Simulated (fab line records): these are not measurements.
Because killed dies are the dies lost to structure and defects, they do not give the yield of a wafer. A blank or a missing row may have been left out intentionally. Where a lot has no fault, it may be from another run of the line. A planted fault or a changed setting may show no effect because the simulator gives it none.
Comparing a struck lot with a sound one    flow nand_harc    15 out of 1159 route steps
Sound: wafers L883.1, L883.2, L883.3. Wafers struck: L880.2, L880.3, L880.5. The cause is named last.
At each step with rows: each side's tool, then ch and its chambers, then its first start. Under that, the readings that differ: sound wafers    struck wafers    difference of the means    sigmas: that difference in standard deviations of wafers without a fault.
alike: same words and numbers on both sides, and readings whose means sit less than 2 such deviations apart. not compared: any withheld reading, any reading some wafer has no value for, any bound like >300 that may hide the same value, and any number with overlapping values for which the record gives no deviation.
Wherever a step has rows on one side only, a row that says differs or no value, or a row with sigmas, the two part there. Numbers that don't overlap but have no deviation are shown without sigmas and don't part them. A reading that every wafer of one side lacks parts them only if that side has two wafers or more.

NHARC_A_CONTACT_ETCH_132: etches the open film in C4F8/O2/Ar, time 156 s, target depth 958 nm.
  sound on har_cap_etch-02 ch 0,1, day 20 12:06; struck on har_cap_etch-03 ch 0, day 20 14:52
  not compared: rf_hours_counter_h
NHARC_A_CONTACT_ETCH_133: etches the open film in C4F8/O2/Ar, time 195 s, target depth 840 nm.
  sound on har_cap_etch-02 ch 0,1, day 20 12:14; struck on har_cap_etch-03 ch 0, day 20 15:04
  not compared: rf_hours_counter_h
NHARC_A_CONTACT_ETCH_91: etches the open film in CH3F/O2, target depth 40 nm, time 85.7 s.
  sound on rie_diel-13 ch 0,1,2, day 20 12:54; struck on rie_diel-07 ch 0,2, day 20 15:43
  alike: drypump_motor_current_A, oes_product_au, rf_vpp_V, showerhead_plenum_p_Torr, throttle_valve_pct
  not compared: rf_hours_counter_h
NHARC_A_CONTACT_ETCH_97: etches the open film in C4F6/O2, target depth 20 nm, time 10 s.
  sound on rie_diel-13 ch 0,1,2; struck on rie_diel-07 ch 0,3
  alike: c4f6_flow_sccm, drypump_motor_current_A, oes_product_au, rf_vpp_V, showerhead_plenum_p_Torr, throttle_valve_pct
  not compared: rf_hours_counter_h
NHARC_A_CONTACT_CD_MEAS_80:
  sound on cd_sem-02 at day 20 13:08; struck on cd_sem-02 at day 20 15:56
  alike: cd_nm
then, 4 steps without rows for these wafers: NHARC_A_CONTACT_STRIP_103 (strips in N2/H2); NHARC_A_CONTACT_STRIP_104 (strips in CF4/CHF3); NHARC_A_CONTACT_STRIP_105 (strips in O2/COS); NHARC_A_CONTACT_ETCH_106 (etches the open film in CF4/O2, target depth 60 nm, overetch 6 nm, time 33 s).
NHARC_A_CONTACT_STRIP_82: strips in O2.
  sound on rie_diel-01 ch 0,1,3; struck on rie_diel-07 ch 1,3
  alike: drypump_motor_current_A, oes_product_au, rf_vpp_V, showerhead_plenum_p_Torr, throttle_valve_pct
  not compared: rf_hours_counter_h
then, 2 steps without rows for these wafers: NHARC_A_CONTACT_STRIP_83 (strips in post etch residue remover, time 600 s); NHARC_A_CONTACT_DEP_84 (deposits aC, target thk 2000 nm).
NHARC_A_CONTACT_DEP_85: deposits SiON, target thk 50 nm.
  sound on pecvd-01 ch 0,1, day 20 17:29; struck on pecvd-04 ch 0,2, day 20 18:16
  no value came back on the struck wafers for chamber_pressure_Torr (Torr), heater_power_outer_w (W), heater_power_w (W); on the sound wafers chamber_pressure_Torr (Torr) reads 3.510 3.494 3.493
then, 1 step without rows for these wafers: NHARC_A_CONTACT_DEHYDRATE_00 (time 120 s).
-- record jumps: 2 days between struck wafers' starts before vs after; left off in module A_CONTACT, resumes in module END, first step shown is number 1159 of the route --
NHARC_END_SORT_01:
  only the struck wafers appear in the record here, on prober-02 ch 0 at day 23 05:32; the sound ones have no rows

WHERE THEY PART
Last at NHARC_END_SORT_01 as far as this record goes, first at NHARC_A_CONTACT_DEP_85.

WHY: the cause the simulator had injected
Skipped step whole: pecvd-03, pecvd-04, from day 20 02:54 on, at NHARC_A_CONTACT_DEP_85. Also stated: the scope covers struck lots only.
